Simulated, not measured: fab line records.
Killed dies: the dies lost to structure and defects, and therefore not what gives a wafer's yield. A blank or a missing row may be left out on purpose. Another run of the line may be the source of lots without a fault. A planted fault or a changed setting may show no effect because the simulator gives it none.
fab line records ; flow n5-finfet ; part 1 of 2: steps 1 to 26 of 41
record lots=5; wafers=15; last-day=15
route steps=1938 shown STI_FIN_REVEAL@189 DUMMY_GATE@212
lots that met no fault: taken from a fault-free run of the same line
start-h: start of the lot's first displayed wafer, in hours after the record's first day ; wait-h: how many hours have passed since the lot's step before this one ; " repeats the value in the row above ; L1.1+2: a row that stands for several wafers ; - either no value or no given start ; * or withheld: withheld ; < > ~ a bound
route shown NAME@n: names a module that has steps shown in the file, with the first one's number in the route ; usual: mean/standard deviation taken from wafers without a fault ; same: alike in all rows ; chamber/n: place in a boat ; sites: per-site readings ; _std_site: how widely they spread, as a standard deviation ; _edge_site: inner sites' mean taken away from outer sites' mean ; radius-mm: how far each site lies from the wafer's centre ; mask NAME#n: copy n ; behind: the last tool/chamber to shape the wafer ; hold: the reason the lot was held/the length of the hold in hours/how it ended ; device: which transistor (n, p or np) failed to switch ; end of line: at the end of the route, the tests of the same wafers ; step lacking rows: just its recipe ; killed: at the first sort, the dies lost to defects and structure; wafer yield is something else ; map: shows each die of a wafer: x if killed, . if not, _ if none is there
set.NAME: the run value of the setting; set.NAME@STEP: its run value at that earlier step ; model.NAME: the simulator's own value behind a step, which no gauge read
a table for each step, a row for each wafer; lots at some steps of the route
services: a tool's chamber out of use, with start hour (start-h, from the record's first day; less than 0 if before it), hours out, and reason
## steps
# step N5_STI_FIN_REVEAL_DENSIFY_30
# recipe temp-c=*; time-s=*; ambient=N2; idle-temp-c=600; ramp-up-c-per-s=150; ramp-down-c-per-s=60; cool-to-c=600
# usual lamp-power-pct=11.54/0.057; lamp_zone_6_pct=11.453/0.019; lamp_zone_7_pct=11.963/0.02; wafer_temp_C_max=*
lot.wafer;tool;chamber;start-h;wait-h;lamp-power-pct;lamp_zone_6_pct;lamp_zone_7_pct;wafer_temp_C_max
L075.3;rtp-anneal-01;0;41.56;0.1;11.44;11.464;11.924;*
L075.4;rtp-anneal-01;0;41.56;0.1;11.51;11.439;11.952;*
L075.6;rtp-anneal-01;0;41.56;0.1;11.44;11.440;11.993;*
L076.1;rtp-anneal-01;0;46.02;0.0;11.53;11.447;11.958;*
L076.5;rtp-anneal-01;0;46.02;0.0;11.49;11.455;11.983;*
L076.6;rtp-anneal-01;0;46.02;0.0;11.48;11.456;11.939;*
L077.2;rtp-anneal-02;0;53.44;0.1;11.51;11.438;11.983;*
L077.5;rtp-anneal-02;0;53.44;0.1;11.50;11.449;11.975;*
L077.6;rtp-anneal-02;0;53.44;0.1;11.52;11.465;11.951;*
L084.2;rtp-anneal-01;0;94.03;0.1;11.66;11.469;11.972;*
L084.4;rtp-anneal-01;0;94.03;0.1;11.46;11.456;11.970;*
L084.5;rtp-anneal-01;0;94.03;0.1;11.58;11.479;11.957;*
L085.1;rtp-anneal-02;0;101.12;0.1;11.43;11.442;11.944;*
L085.2;rtp-anneal-02;0;101.12;0.1;11.56;11.458;11.946;*
L085.6;rtp-anneal-02;0;101.12;0.1;11.46;11.443;11.958;*
# step N5_STI_FIN_REVEAL_ETCHBACK_08
# recipe chemistry=C4F6/O2; target=SiO2; target-depth-a=305; time-s=10.167; ion-energy-ev=250; pressure-mtorr=30; source-w=345; bias-w=185; Ar_flow_sccm=300; C4F6_flow_sccm=10; O2_flow_sccm=10
# usual C4F6_flow_sccm=9.997/0.028; drypump-motor-current-A=5.8/0.37; oes-product-au=0.76/0.083; rf-vpp-V=661/6.5; showerhead-plenum-p-Torr=2.78/0.11; throttle-valve-pct=21.19/0.27
lot.wafer;tool;chamber;start-h;wait-h;C4F6_flow_sccm;drypump-motor-current-A;oes-product-au;rf-hours-counter-h;rf-vpp-V;showerhead-plenum-p-Torr;throttle-valve-pct
L075.3;rie-diel-06;0;41.84;0.2;9.976;5.8;0.89;46;652;2.77;20.87
L075.4;rie-diel-06;3;41.84;0.2;10.022;6.4;0.71;215;675;2.82;21.26
L075.6;rie-diel-06;0;41.84;0.2;9.959;5.8;0.89;-;654;2.77;20.89
L076.1;rie-diel-05;0;46.24;0.2;9.965;5.3;0.74;190;659;2.72;21.65
L076.5;rie-diel-05;0;46.24;0.2;9.976;5.3;0.74;-;660;2.72;21.65
L076.6;rie-diel-05;3;46.24;0.2;10.024;5.8;0.71;-;661;2.71;21.17
L077.2;rie-diel-05;1;53.99;0.5;10.003;5.9;0.71;172;668;2.73;20.82
L077.5;rie-diel-05;3;53.99;0.5;9.941;5.8;0.70;-;661;2.71;21.15
L077.6;rie-diel-05;0;53.99;0.5;10.053;5.3;0.73;-;659;2.72;21.65
L084.2;rie-diel-06;3;94.21;0.2;9.962;6.4;0.69;234;675;2.81;21.26
L084.4;rie-diel-06;3;94.21;0.2;10.008;6.4;0.69;-;674;2.81;21.26
L084.5;rie-diel-06;0;94.21;0.2;9.969;5.8;0.84;-;653;2.76;20.93
L085.1;rie-diel-05;3;101.58;0.4;9.993;5.8;0.69;242;662;2.70;21.17
L085.2;rie-diel-05;2;101.58;0.4;10.010;5.4;0.69;246;654;2.69;21.21
L085.6;rie-diel-05;2;101.58;0.4;10.006;5.4;0.68;-;653;2.69;21.22
# step N5_STI_FIN_REVEAL_STRIP_24
# recipe chemistry=N2/H2; time-s=90; power-w=100; temp-c=40; pressure-mtorr=100; rf-frequency-hz=6e+07; bias-power-w=3; n2-flow-sccm=300; h2-flow-sccm=300
# usual drypump-motor-current-A=5.8/0.37; oes-product-au=0.76/0.084; rf-vpp-V=45.1/0.81; showerhead-plenum-p-Torr=3.31/0.13; throttle-valve-pct=12.30/0.26
lot.wafer;tool;chamber;start-h;wait-h;drypump-motor-current-A;oes-product-au;rf-hours-counter-h;rf-vpp-V;showerhead-plenum-p-Torr;throttle-valve-pct
L075.3;rie-diel-06;0;41.87;0.0;5.8;0.89;46;45.5;3.30;11.93
L075.4;rie-diel-06;3;41.87;0.0;6.4;0.71;215;45.4;3.35;12.44
L075.6;rie-diel-06;0;41.87;0.0;5.8;0.89;-;44.3;3.30;11.91
L076.1;rie-diel-05;0;46.27;0.0;5.3;0.74;190;46.5;3.22;12.65
L076.5;rie-diel-05;0;46.27;0.0;5.3;0.74;-;43.8;3.22;12.66
L076.6;rie-diel-05;3;46.27;0.0;5.8;0.70;-;45.6;3.21;12.26
L077.2;rie-diel-05;1;54.03;0.0;6.0;0.71;172;44.5;3.23;11.97
L077.5;rie-diel-05;3;54.03;0.0;5.8;0.70;-;44.7;3.21;12.27
L077.6;rie-diel-05;0;54.03;0.0;5.3;0.74;-;45.5;3.22;12.65
L084.2;rie-diel-06;3;94.25;0.0;6.5;0.69;234;46.8;3.34;12.48
L084.4;rie-diel-06;3;94.25;0.0;6.5;0.69;-;46.1;3.34;12.48
L084.5;rie-diel-06;0;94.25;0.0;5.8;0.85;-;44.8;3.29;11.97
L085.1;rie-diel-05;3;101.61;0.0;5.8;0.70;242;45.3;3.20;12.31
L085.2;rie-diel-05;2;101.61;0.0;5.4;0.69;246;45.6;3.19;12.40
L085.6;rie-diel-05;2;101.61;0.0;5.4;0.68;-;46.3;3.19;12.42
# step N5_STI_FIN_REVEAL_PRECLEAN_25
# recipe chemistry=SPM; time-s=90; temp-c=120; mix=4:1
lot.wafer;tool;chamber;start-h;wait-h
L075.3+4+6;wet-bench-05;4,1,3;41.99;0.1
L076.1+5+6;wet-bench-02;1,7,3;46.39;0.1
L077.2+5+6;wet-bench-05;6,4,3;54.15;0.1
L084.2+4+5;wet-bench-05;7,4,1;94.37;0.1
L085.1+2+6;wet-bench-02;1,3,2;101.74;0.1
# step N5_STI_FIN_REVEAL_PRECLEAN_26
# recipe chemistry=SC1; time-s=45; temp-c=46; mix=1:2:100
lot.wafer;tool;chamber;start-h;wait-h
L075.3+4+6;wet-bench-05;4,1,3;42.02;0.0
L076.1+5+6;wet-bench-02;1,7,3;46.42;0.0
L077.2+5+6;wet-bench-05;6,4,3;54.18;0.0
L084.2+4+5;wet-bench-05;7,4,1;94.40;0.0
L085.1+2+6;wet-bench-02;1,3,2;101.77;0.0
# step N5_STI_FIN_REVEAL_PRECLEAN_29
# recipe chemistry=DHF; time-s=30; temp-c=25; dilution=300:1
lot.wafer;tool;chamber;start-h;wait-h
L075.3+4+6;wet-bench-05;4,1,3;42.03;0.0
L076.1+5+6;wet-bench-02;1,7,3;46.43;0.0
L077.2+5+6;wet-bench-05;6,4,3;54.19;0.0
L084.2+4+5;wet-bench-05;7,4,1;94.41;0.0
L085.1+2+6;wet-bench-02;1,3,2;101.78;0.0
# step N5_STI_FIN_REVEAL_SRD_12
# recipe time-s=30; temp-c=23; rinse-liquid=diw; dry=ipa-marangoni
lot.wafer;tool;chamber;start-h;wait-h
L075.3+4+6;wet-bench-05;4,1,3;42.04;0.0
L076.1+5+6;wet-bench-02;1,7,3;46.44;0.0
L077.2+5+6;wet-bench-05;6,4,3;54.20;0.0
L084.2+4+5;wet-bench-05;7,4,1;94.42;0.0
L085.1+2+6;wet-bench-02;1,3,2;101.79;0.0
# step N5_STI_FIN_REVEAL_RECESS_09
# recipe chemistry=HF/NH3; target=SiO2; afs-cycles=11; target-depth-a=425; temp-c=30; sublimation-temp-c=180; sublimation-time-s=60
# usual drypump-motor-current-A=5.5/0.62
lot.wafer;tool;chamber;start-h;wait-h;drypump-motor-current-A
L075.3;vapor-etch-01;0;42.62;0.6;6.1
L075.4;vapor-etch-01;1;42.62;0.6;4.8
L075.6;vapor-etch-01;0;42.62;0.6;6.1
L076.1;vapor-etch-01;0;46.49;0.0;6.1
L076.5;vapor-etch-01;0;47.55;1.1;6.1
L076.6;vapor-etch-01;1;47.55;1.1;4.9
L077.2;vapor-etch-01;1;54.24;0.0;4.8
L077.5;vapor-etch-01;1;55.30;1.1;4.8
L077.6;vapor-etch-01;0;55.30;1.1;6.1
L084.2;vapor-etch-01;0;94.46;0.0;6.1
L084.4;vapor-etch-01;0;94.46;0.0;6.1
L084.5;vapor-etch-01;0;94.46;0.0;6.1
L085.1;vapor-etch-01;1;101.83;0.0;4.9
L085.2;vapor-etch-01;0;101.83;0.0;6.1
L085.6;vapor-etch-01;0;102.89;1.1;6.1
# step N5_STI_FIN_REVEAL_STRIP_16
# recipe chemistry=H3PO4; material=SiNx; temp-c=165; target-depth-a=238; overetch-fraction=0.4964; dry=ipa-marangoni
lot.wafer;tool;chamber;start-h;wait-h
L075.3+4+6;wet-bench-05;4,5,1;43.70;0.6
L076.1+5+6;wet-bench-04;5,1,4;48.10;1.1
L077.2+5+6;wet-bench-04;5,7,1;55.86;1.1
L084.2+4+5;wet-bench-02;2,1,6;96.08;1.1
L085.1+2+6;wet-bench-02;4,0,3;103.46;1.1
# step N5_STI_FIN_REVEAL_PRECLEAN_17
# recipe chemistry=NF3:NH3; afs-cycles=1; temp-c=30; time-s=20; sublimation-temp-c=180; sublimation-time-s=60; pressure-torr=3; rf-power-w=30
lot.wafer;tool;chamber;start-h;wait-h
L075.3+4+6;remote-plasma-02;0;44.03;0.1
L076.1+5+6;remote-plasma-02;1;48.37;0.0
L077.2+5+6;remote-plasma-01;0;56.16;0.1
L084.2+4+5;remote-plasma-01;0;96.38;0.1
L085.1+2+6;remote-plasma-01;0;103.75;0.0
# step N5_STI_FIN_REVEAL_ETCH_34
# recipe chemistry=H2; mode=isotropic; material=Si; target=Si; target-depth-a=9.7; temp-c=20; pressure-mtorr=4.5; icp-w=300; bias-w=0; h2-flow-sccm=7.5; he-flow-sccm=142.5
# usual drypump-motor-current-A=5.5/0.55; oes-product-au=0.995/0.013; throttle-valve-pct=25.9/0.38
lot.wafer;tool;chamber;start-h;wait-h;drypump-motor-current-A;oes-product-au;rf-hours-counter-h;throttle-valve-pct
L075.3;rie-si-01;2;44.18;0.1;5.5;0.981;68;26.7
L075.4;rie-si-01;0;44.18;0.1;4.9;0.984;47;25.4
L075.6;rie-si-01;0;44.18;0.1;4.9;0.982;-;25.4
L076.1;rie-si-06;2;48.58;0.2;5.7;0.979;87;25.6
L076.5;rie-si-06;1;48.58;0.2;5.1;0.994;-;25.6
L076.6;rie-si-06;0;48.58;0.2;4.9;0.986;-;25.9
L077.2;rie-si-03;1;56.34;0.1;5.4;0.990;7;25.4
L077.5;rie-si-03;3;56.34;0.1;6.1;1.005;-;26.5
L077.6;rie-si-03;2;56.34;0.1;5.3;0.999;-;26.0
L084.2;rie-si-03;2;96.55;0.1;5.3;0.997;169;26.0
L084.4;rie-si-03;1;96.55;0.1;5.4;0.977;8;25.4
L084.5;rie-si-03;2;96.55;0.1;5.3;1.009;-;26.0
L085.1;rie-si-01;3;103.95;0.2;4.9;1.000;9;25.9
L085.2;rie-si-01;1;103.95;0.2;6.4;1.005;4;25.8
L085.6;rie-si-01;1;103.95;0.2;6.4;1.008;-;25.8
# step N5_STI_FIN_REVEAL_OXIDATION_31
# recipe chemistry=O2_PLASMA_REMOTE; temp-c=150; time-s=20; pressure-mtorr=1000; source-power-w=2000; o2-flow-sccm=3000
# usual drypump-motor-current-A=5.88/0.27; heater-power-w=139/15
lot.wafer;tool;chamber;start-h;wait-h;drypump-motor-current-A;heater-power-w;rf-hours-counter-h
L075.3;plasma-asher-01;0;44.29;0.1;5.66;134;-
L075.4;plasma-asher-01;1;44.29;0.1;5.72;130;-
L075.6;plasma-asher-01;1;44.29;0.1;5.75;132;-
L076.1;plasma-asher-02;0;48.64;0.0;5.87;127;79
L076.5;plasma-asher-02;0;48.64;0.0;5.91;131;-
L076.6;plasma-asher-02;1;48.64;0.0;6.39;167;-
L077.2;plasma-asher-01;1;56.40;0.0;5.75;128;35
L077.5;plasma-asher-01;1;56.40;0.0;5.76;131;-
L077.6;plasma-asher-01;0;56.40;0.0;5.67;132;-
L084.2;plasma-asher-01;0;96.62;0.0;5.63;132;41
L084.4;plasma-asher-01;1;96.62;0.0;5.75;131;-
L084.5;plasma-asher-01;0;96.62;0.0;5.66;134;-
L085.1;plasma-asher-01;0;104.01;0.0;5.67;132;43
L085.2;plasma-asher-01;1;104.01;0.0;5.75;131;43
L085.6;plasma-asher-01;1;104.01;0.0;5.78;134;-
# step N5_STI_FIN_REVEAL_PRECLEAN_32
# recipe chemistry=NF3:NH3; afs-cycles=1; temp-c=30; time-s=20; sublimation-temp-c=180; sublimation-time-s=60; pressure-torr=3; rf-power-w=30
lot.wafer;tool;chamber;start-h;wait-h
L075.3+4+6;remote-plasma-02;1;44.42;0.1
L076.1+5+6;remote-plasma-01;0;48.72;0.1
L077.2+5+6;remote-plasma-02;1;56.51;0.1
L084.2+4+5;remote-plasma-02;0;96.73;0.1
L085.1+2+6;remote-plasma-02;0;104.10;0.1
# step N5_STI_FIN_REVEAL_STRIP_35
# recipe chemistry=H3PO4; material=Si3N4; temp-c=165; target-depth-a=40; time-s=39
lot.wafer;tool;chamber;start-h;wait-h
L075.3+4+6;wet-bench-02;2,0,6;44.57;0.1
L076.1+5+6;wet-bench-05;4,2,3;48.93;0.2
L077.2+5+6;wet-bench-02;2,7,0;56.69;0.2
L084.2+4+5;wet-bench-02;6,2,7;96.91;0.2
L085.1+2+6;wet-bench-02;0,1,3;104.31;0.2
# step N5_STI_FIN_REVEAL_SRD_21
# recipe dry=ipa-marangoni; time-s=30; temp-c=23; rinse-liquid=diw
lot.wafer;tool;chamber;start-h;wait-h
L075.3+4+6;wet-bench-02;2,0,6;44.58;0.0
L076.1+5+6;wet-bench-05;4,2,3;48.95;0.0
L077.2+5+6;wet-bench-02;2,7,0;56.70;0.0
L084.2+4+5;wet-bench-02;6,2,7;96.92;0.0
L085.1+2+6;wet-bench-02;0,1,3;104.32;0.0
# step N5_STI_FIN_REVEAL_OXIDATION_33
# recipe chemistry=O2_PLASMA_REMOTE; temp-c=150; time-s=20; pressure-mtorr=1000; source-power-w=2000; o2-flow-sccm=3000
# usual drypump-motor-current-A=6.01/0.29; heater-power-w=143/17
lot.wafer;tool;chamber;start-h;wait-h;drypump-motor-current-A;heater-power-w;rf-hours-counter-h
L075.3;plasma-asher-02;0;44.65;0.0;5.92;131;-
L075.4;plasma-asher-02;1;44.65;0.0;6.39;169;-
L075.6;plasma-asher-02;0;44.65;0.0;5.93;128;-
L076.1;plasma-asher-01;0;48.99;0.0;5.66;133;33
L076.5;plasma-asher-01;1;48.99;0.0;5.74;133;-
L076.6;plasma-asher-01;0;48.99;0.0;5.68;134;-
L077.2;plasma-asher-02;1;56.75;0.0;6.40;170;80
L077.5;plasma-asher-02;1;56.75;0.0;6.38;166;-
L077.6;plasma-asher-02;0;56.75;0.0;5.92;131;-
L084.2;plasma-asher-02;1;96.97;0.0;6.39;163;88
L084.4;plasma-asher-02;0;96.97;0.0;5.88;131;-
L084.5;plasma-asher-02;1;96.97;0.0;6.40;167;-
L085.1;plasma-asher-02;0;104.37;0.0;5.93;131;89
L085.2;plasma-asher-02;1;104.37;0.0;6.39;167;89
L085.6;plasma-asher-02;0;104.37;0.0;5.92;129;-
# step N5_STI_FIN_REVEAL_CLEAN_19
# recipe chemistry=O3/DIW; temp-c=25; time-s=120; o3-ppm=10
lot.wafer;tool;chamber;start-h;wait-h
L075.3+4+6;wet-bench-05;1,2,3;44.71;0.0
L076.1+5+6;wet-bench-05;1,2,5;49.08;0.1
L077.2+5+6;wet-bench-04;0,4,7;56.84;0.1
L084.2+4+5;wet-bench-04;5,7,0;97.05;0.1
L085.1+2+6;wet-bench-02;0,4,5;104.46;0.1
# step N5_STI_FIN_REVEAL_SRD_23
# recipe dry=ipa-marangoni; time-s=30; temp-c=23; rinse-liquid=diw
lot.wafer;tool;chamber;start-h;wait-h
L075.3+4+6;wet-bench-05;1,2,3;44.75;0.0
L076.1+5+6;wet-bench-05;1,2,5;49.11;0.0
L077.2+5+6;wet-bench-04;0,4,7;56.87;0.0
L084.2+4+5;wet-bench-04;5,7,0;97.09;0.0
L085.1+2+6;wet-bench-02;0,4,5;104.50;0.0
# step N5_STI_FIN_REVEAL_CD_MEAS_22
# recipe target-cd-nm=6.238; pitch-nm=28; polarity=line
# usual cd-nm=6.25/0.21
lot.wafer;tool;chamber;start-h;wait-h;cd-nm
L075.3;cd-sem-01;-;44.79;0.0;6.02
L075.4;cd-sem-01;-;44.79;0.0;6.31
L075.6;cd-sem-01;-;44.79;0.0;5.75
L076.1;cd-sem-03;-;49.15;0.0;6.50
L076.5;cd-sem-03;-;49.15;0.0;6.01
L076.6;cd-sem-03;-;49.15;0.0;6.29
L077.2;cd-sem-03;-;56.91;0.0;6.21
L077.5;cd-sem-03;-;56.91;0.0;6.27
L077.6;cd-sem-03;-;56.91;0.0;6.06
L084.2;cd-sem-02;-;97.14;0.0;6.01
L084.4;cd-sem-02;-;97.14;0.0;5.85
L084.5;cd-sem-02;-;97.14;0.0;6.14
L085.1;cd-sem-01;-;104.55;0.0;6.32
L085.2;cd-sem-01;-;104.55;0.0;6.04
L085.6;cd-sem-01;-;104.55;0.0;6.64
# step N5_STI_FIN_REVEAL_FIN_H_MEAS_10
# usual trench-depth-nm=52.1/0.63
lot.wafer;tool;chamber;start-h;wait-h;trench-depth-nm
L075.3;ocd-01;-;44.82;0.0;51.9
L075.4;ocd-01;-;44.82;0.0;52.7
L075.6;ocd-01;-;44.82;0.0;51.9
L076.1;ocd-01;-;49.18;0.0;52.0
L076.5;ocd-01;-;49.18;0.0;51.7
L076.6;ocd-01;-;49.18;0.0;51.3
L077.2;ocd-02;-;56.94;0.0;50.8
L077.5;ocd-02;-;56.94;0.0;50.9
L077.6;ocd-02;-;56.94;0.0;51.3
L084.2;ocd-02;-;97.17;0.0;53.1
L084.4;ocd-02;-;97.17;0.0;52.6
L084.5;ocd-02;-;97.17;0.0;52.7
L085.1;ocd-01;-;104.58;0.0;51.8
L085.2;ocd-01;-;104.58;0.0;51.6
L085.6;ocd-01;-;104.58;0.0;51.9
# step N5_STI_FIN_REVEAL_PRECLEAN_18
# recipe chemistry=SC2; time-s=45; temp-c=35; mix=1:1:50
lot.wafer;tool;chamber;start-h;wait-h
L075.3+4+6;wet-bench-05;0,6,1;44.85;0.0
L076.1+5+6;wet-bench-05;4,6,3;49.22;0.0
L077.2+5+6;wet-bench-02;4,1,3;56.97;0.0
L084.2+4+5;wet-bench-05;7,3,4;97.20;0.0
L085.1+2+6;wet-bench-02;0,2,1;104.61;0.0
# step N5_STI_FIN_REVEAL_SRD_28
# recipe dry=ipa-marangoni; time-s=30; temp-c=23; rinse-liquid=diw
lot.wafer;tool;chamber;start-h;wait-h
L075.3+4+6;wet-bench-05;0,6,1;44.87;0.0
L076.1+5+6;wet-bench-05;4,6,3;49.23;0.0
L077.2+5+6;wet-bench-02;4,1,3;56.99;0.0
L084.2+4+5;wet-bench-05;7,3,4;97.21;0.0
L085.1+2+6;wet-bench-02;0,2,1;104.63;0.0
# step N5_STI_FIN_REVEAL_INSPECT_13
# recipe inspect-instrument=darkfield; mode=post-clean
# usual raw-defect-count=13/5.5
lot.wafer;tool;chamber;start-h;wait-h;raw-defect-count
L075.3;defect-inspect-01;-;44.91;0.0;5
L075.4;defect-inspect-01;-;44.91;0.0;16
L075.6;defect-inspect-01;-;44.91;0.0;6
L076.1;defect-inspect-02;-;49.27;0.0;12
L076.5;defect-inspect-02;-;49.27;0.0;12
L076.6;defect-inspect-02;-;49.27;0.0;8
L077.2;defect-inspect-01;-;57.03;0.0;8
L077.5;defect-inspect-01;-;57.03;0.0;5
L077.6;defect-inspect-01;-;57.03;0.0;13
L084.2;defect-inspect-01;-;97.25;0.0;10
L084.4;defect-inspect-01;-;97.25;0.0;14
L084.5;defect-inspect-01;-;97.25;0.0;14
L085.1;defect-inspect-02;-;104.67;0.0;11
L085.2;defect-inspect-02;-;104.67;0.0;18
L085.6;defect-inspect-02;-;104.67;0.0;8
# step N5_DUMMY_GATE_PRECLEAN_00
# recipe chemistry=O3/DIW; time-s=60; temp-c=22; o3-ppm=10
lot.wafer;tool;chamber;start-h;wait-h
L075.3+4+6;wet-bench-03;5,1,2;44.94;0.0
L076.1+5+6;wet-bench-03;3,5,2;49.30;0.0
L077.2+5+6;wet-bench-06;5,0,4;57.06;0.0
L084.2+4+5;wet-bench-01;4,0,7;97.28;0.0
L085.1+2+6;wet-bench-01;0,7,3;104.69;0.0
# step N5_DUMMY_GATE_SRD_01
# recipe time-s=30; temp-c=23; rinse-liquid=diw; dry=ipa-marangoni
lot.wafer;tool;chamber;start-h;wait-h
L075.3+4+6;wet-bench-03;5,1,2;44.97;0.0
L076.1+5+6;wet-bench-03;3,5,2;49.34;0.0
L077.2+5+6;wet-bench-06;5,0,4;57.08;0.0
L084.2+4+5;wet-bench-01;4,0,7;97.30;0.0
L085.1+2+6;wet-bench-01;0,7,3;104.71;0.0
# step N5_DUMMY_GATE_ALD_02
# recipe material=SiO2; target-thk-a=20; temp-c=300; ald-precursor-family=BDEAS; ald-co-reactant=O2-plasma; pulse-time-s=1; pressure-torr=2
# usual heater-power-w=465/44; precursor-pulse-height-rel=1.001/0.019
lot.wafer;tool;chamber;start-h;wait-h;heater-power-w;precursor-pulse-height-rel
L075.3;ald-sin-04;0;45.19;0.2;478;1.054
L075.4;ald-sin-04;1;45.19;0.2;435;1.002
L075.6;ald-sin-04;0;45.19;0.2;472;0.996
L076.1;ald-sin-03;0;50.60;1.2;503;1.019
L076.5;ald-sin-03;3;50.60;1.2;405;0.992
L076.6;ald-sin-03;0;50.60;1.2;520;0.956
L077.2;ald-sin-04;1;57.13;0.0;423;1.002
L077.5;ald-sin-04;2;57.13;0.0;525;0.999
L077.6;ald-sin-04;1;57.13;0.0;412;1.004
L084.2;ald-sin-03;3;99.06;1.7;406;1.011
L084.4;ald-sin-03;0;99.06;1.7;515;0.999
L084.5;ald-sin-03;2;99.06;1.7;473;0.993
L085.1;ald-sin-04;1;104.76;0.0;410;1.015
L085.2;ald-sin-04;0;104.76;0.0;479;1.018
L085.6;ald-sin-04;2;104.76;0.0;539;1.018
